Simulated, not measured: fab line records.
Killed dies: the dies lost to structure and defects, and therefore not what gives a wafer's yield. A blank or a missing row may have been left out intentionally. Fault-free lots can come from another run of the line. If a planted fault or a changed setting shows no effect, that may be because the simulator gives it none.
What tool caused it? ; flow nand_harc ; 11 lots with 33 wafers sampled at 6 steps, on a route of 1302 steps

WHAT EACH GAUGE READ, for each wafer
NHARC_P_ZERO_WELL_CD_MEAS_24 targets a cd of 720 nm. Usual: 719.8 nm for cd_nm, sd 1.4.
lot;measured;on;cd_nm (nm);flag
L476;day 2 08:43;cd_sem-03;721.0 718.9 719.9;
L478;day 3 04:35;cd_sem-03;721.7 721.1 720.0;
L481;day 4 10:36;cd_sem-03;720.3 720.7 720.5;
L482;day 4 20:50;cd_sem-02;718.1 718.3 717.5;
L483;day 5 06:32;cd_sem-01;719.3 719.1 721.1;
L484;day 5 16:30;cd_sem-01;720.3 717.9 717.9;
L485;day 6 02:38;cd_sem-03;720.0 719.2 720.3;
L486;day 6 12:23;cd_sem-01;720.5 719.8 721.7;
L487;day 6 22:35;cd_sem-03;720.8 719.3 718.7;
L488;day 7 08:29;cd_sem-01;722.0 721.8 721.7;
L498;day 11 12:28;cd_sem-01;718.9 717.6 717.4;

NHARC_P_ZERO_WELL_CD_MEAS_37 targets a cd of 720 nm. Usual: 719.8 nm for cd_nm, sd 1.4.
lot;measured;on;cd_nm (nm);flag
L476;day 2 10:14;cd_sem-03;719.3 719.2 717.8;
L478;day 3 09:20;cd_sem-01;721.1 721.8 721.6;
L481;day 4 12:14;cd_sem-03;721.2 720.0 717.6;
L482;day 4 22:29;cd_sem-01;720.7 718.7 718.9;
L483;day 5 08:11;cd_sem-01;722.2 721.9 722.0;
L484;day 5 18:08;cd_sem-01;719.5 720.3 721.4;
L485;day 6 04:18;cd_sem-03;719.2 719.5 722.3;
L486;day 6 14:01;cd_sem-01;717.8 716.7 718.8;
L487;day 7 00:07;cd_sem-01;718.2 718.1 717.2;
L488;day 7 10:08;cd_sem-03;739.0 739.0 740.6 738.7 739.0 740.3;OFF
L498;day 11 14:08;cd_sem-02;718.8 718.1 719.1;

NHARC_END_SORT_01. Usual: killed_at_array 44, standard deviation 16; killed_at_other 0.6, standard deviation 1.1; killed_at_periphery 3.9, standard deviation 2.6; killed_dies 48, standard deviation 16; killed_open 3.1, standard deviation 1.9; killed_short 2.4, standard deviation 1.8.
lot;measured;on;killed_at_array;killed_at_other;killed_at_periphery;killed_dies;killed_open;killed_short;flag
L482;day 27 15:32;prober-01;44 45 29;0 2 0;4 2 2;48 49 31;0 2 1;2 4 2;
L483;day 27 00:02;prober-02;74 60 42;0 0 0;1 7 3;75 67 45;3 1 6;4 4 1;
L484;day 28 06:03;prober-02;58 54 35;0 0 0;6 4 4;64 58 39;5 2 3;3 3 1;
L488;day 29 23:56;prober-01;38 38 40;0 1 0;10 5 4;48 44 44;7 3 1;2 2 4;

WHAT TOOL EACH LOT RAN ON (gives the tool, then ch and the chambers of the sampled wafers, and finally the start)
lot;NHARC_P_ZERO_WELL_DESCUM_13;NHARC_P_ZERO_WELL_EXPOSE_34;NHARC_P_GATE_DESCUM_13
L476;rie_diel-10 ch 0,2,3, day 2 07:32;krf_scanner-01 ch 0, day 2 10:04;rie_diel-13 ch 0,1,2, day 4 16:59
L478;rie_diel-07 ch 2,3, day 3 03:23;krf_scanner-01 ch 0, day 3 09:10;rie_diel-05 ch 1,2, day 5 20:37
L481;rie_diel-07 ch 0,1, day 4 09:25;krf_scanner-01 ch 0, day 4 12:05;rie_diel-02 ch 0,1,3, day 6 21:12
L482;rie_diel-10 ch 0,1,3, day 4 19:40;krf_scanner-04 ch 0, day 4 22:20;rie_diel-02 ch 0,1,3, day 7 12:17
L483;rie_diel-10 ch 0,1,3, day 5 05:20;krf_scanner-01 ch 0, day 5 08:02;rie_diel-05 ch 0,1, day 7 12:25
L484;rie_diel-10 ch 0,1,3, day 5 15:26;krf_scanner-02 ch 0, day 5 17:59;rie_diel-02 ch 0,2,3, day 8 04:33
L485;rie_diel-10 ch 0,1,3, day 6 01:24;krf_scanner-04 ch 0, day 6 04:09;rie_diel-13 ch 0,2, day 8 09:58
L486;rie_diel-04 ch 0,1,3, day 6 11:17;krf_scanner-02 ch 0, day 6 13:52;rie_diel-13 ch 0,1,3, day 8 23:14
L487;rie_diel-04 ch 1,2, day 6 21:23;krf_scanner-02 ch 0, day 6 23:58;rie_diel-02 ch 1,3, day 9 05:25
L488;rie_diel-10 ch 0,1,2, day 7 07:17;krf_scanner-01 ch 0, day 7 09:58;rie_diel-13 ch 0,1,2, day 9 21:17
L498;rie_diel-04 ch 0,2, day 11 11:16;krf_scanner-01 ch 0, day 11 13:59;rie_diel-13 ch 0,1,3, day 14 08:23
- NHARC_P_ZERO_WELL_DESCUM_13: chemistry O2, time 3 s.
- NHARC_P_ZERO_WELL_EXPOSE_34: exposes mask P PWELL, target cd 720 nm.
- NHARC_P_GATE_DESCUM_13: chemistry O2, time 3 s.

AS READ BY THE TOOLS THEMSELVES (means over the sampled wafers that have a number; for cases with no such wafer, the mark the record gives instead)
NHARC_P_ZERO_WELL_DESCUM_13. Usual: chamber_pressure_mTorr 60.00 mTorr, standard deviation 0.058; drypump_motor_current_A 5.8 A, standard deviation 0.48; oes_product_au 1.001 a.u., standard deviation 0.007; rf_vpp_V 57.6 V, standard deviation 0.79; showerhead_plenum_p_Torr 1.89 Torr, standard deviation 0.065; throttle_valve_pct 11.311 %, standard deviation 0.0088.
lot;tool;chamber_pressure_mTorr (mTorr);drypump_motor_current_A (A);oes_product_au (a.u.);rf_vpp_V (V);showerhead_plenum_p_Torr (Torr);throttle_valve_pct (%);flag
L476;rie_diel-10;59.96;5.9;1.013;56.8;1.88;11.311;
L478;rie_diel-07;59.91;6.0;1.006;58.0;1.90;11.309;
L481;rie_diel-07;60.03;6.0;1.001;57.7;1.95;11.308;
L482;rie_diel-10;59.99;5.7;1.004;57.5;1.90;11.315;
L483;rie_diel-10;60.02;5.7;0.994;57.2;1.90;11.312;
L484;rie_diel-10;60.05;5.7;1.000;57.8;1.90;11.314;
L485;rie_diel-10;60.01;5.7;0.999;57.6;1.89;11.314;
L486;rie_diel-04;59.95;5.2;0.999;57.5;1.85;11.302;
L487;rie_diel-04;60.00;5.2;1.002;57.6;1.84;11.309;
L488;rie_diel-10;60.01;5.8;0.999;58.1;1.88;11.317;
L498;rie_diel-04;60.04;5.4;1.002;57.5;1.94;11.313;

NHARC_P_ZERO_WELL_EXPOSE_34. Usual: 22.98 C for reticle_temp_C, sd 0.1.
lot;tool;reticle_temp_C (C);flag
L476;krf_scanner-01;23.00;
L478;krf_scanner-01;22.84;
L481;krf_scanner-01;22.94;
L482;krf_scanner-04;23.00;
L483;krf_scanner-01;22.97;
L484;krf_scanner-02;23.00;
L485;krf_scanner-04;23.09;
L486;krf_scanner-02;22.96;
L487;krf_scanner-02;22.99;
L488;krf_scanner-01;23.11;
L498;krf_scanner-01;22.92;

NHARC_P_GATE_DESCUM_13. Usual: chamber_pressure_mTorr 60.00 mTorr, standard deviation 0.05; drypump_motor_current_A 5.6 A, standard deviation 0.32; oes_product_au 0.999 a.u., standard deviation 0.007; rf_vpp_V 57.8 V, standard deviation 0.79; showerhead_plenum_p_Torr 1.90 Torr, standard deviation 0.08; throttle_valve_pct 11.312 %, standard deviation 0.008.
lot;tool;chamber_pressure_mTorr (mTorr);drypump_motor_current_A (A);oes_product_au (a.u.);rf_vpp_V (V);showerhead_plenum_p_Torr (Torr);throttle_valve_pct (%);flag
L476;rie_diel-13;59.99;5.5;0.996;57.6;1.85;11.310;
L478;rie_diel-05;59.99;5.9;1.003;57.5;1.91;11.317;
L481;rie_diel-02;60.00;5.7;1.000;58.8;1.97;11.311;
L482;rie_diel-02;60.05;5.7;0.994;57.2;1.97;11.314;
L483;rie_diel-05;59.97;5.7;1.010;58.5;2.00;11.313;
L484;rie_diel-02;60.03;5.7;1.005;58.1;1.94;11.309;
L485;rie_diel-13;60.00;5.4;1.009;57.9;1.86;11.310;
L486;rie_diel-13;60.03;5.5;1.001;57.4;1.84;11.310;
L487;rie_diel-02;59.99;5.9;1.001;58.1;1.99;11.314;
L488;rie_diel-13;60.02;5.5;0.995;57.7;1.85;11.313;
L498;rie_diel-13;59.98;5.4;0.998;57.6;1.84;11.312;

THE ANSWER, worked out from the rows above alone
Rule: lot off if the mean of its wafers having a number is beyond 3 standard deviations from the usual mean. Also off: a lot with no number at a reading for which 4 or more lots have one. Any other lot the step has rows for is counted as sound. Order of review: gauges by route order, followed by the tools' own readings, for which a lot's mean as printed above is used. At the first step where some lot is off, the reading lying furthest off is the one used; lots without a number count as furthest.
Off, at NHARC_P_ZERO_WELL_CD_MEAS_37 on cd_nm: L488.
A tool fits if, at a process step before that reading, it ran every lot that is off, and no sound lot after the first of them. Those tools and the gauges at NHARC_P_ZERO_WELL_CD_MEAS_37 are tried in the same way. This does not decide it: 2 tools fit, namely rie_diel-10 at NHARC_P_ZERO_WELL_DESCUM_13 and cd_sem-03 at NHARC_P_ZERO_WELL_CD_MEAS_37.

WHAT WAS PUT IN BY THE SIMULATOR
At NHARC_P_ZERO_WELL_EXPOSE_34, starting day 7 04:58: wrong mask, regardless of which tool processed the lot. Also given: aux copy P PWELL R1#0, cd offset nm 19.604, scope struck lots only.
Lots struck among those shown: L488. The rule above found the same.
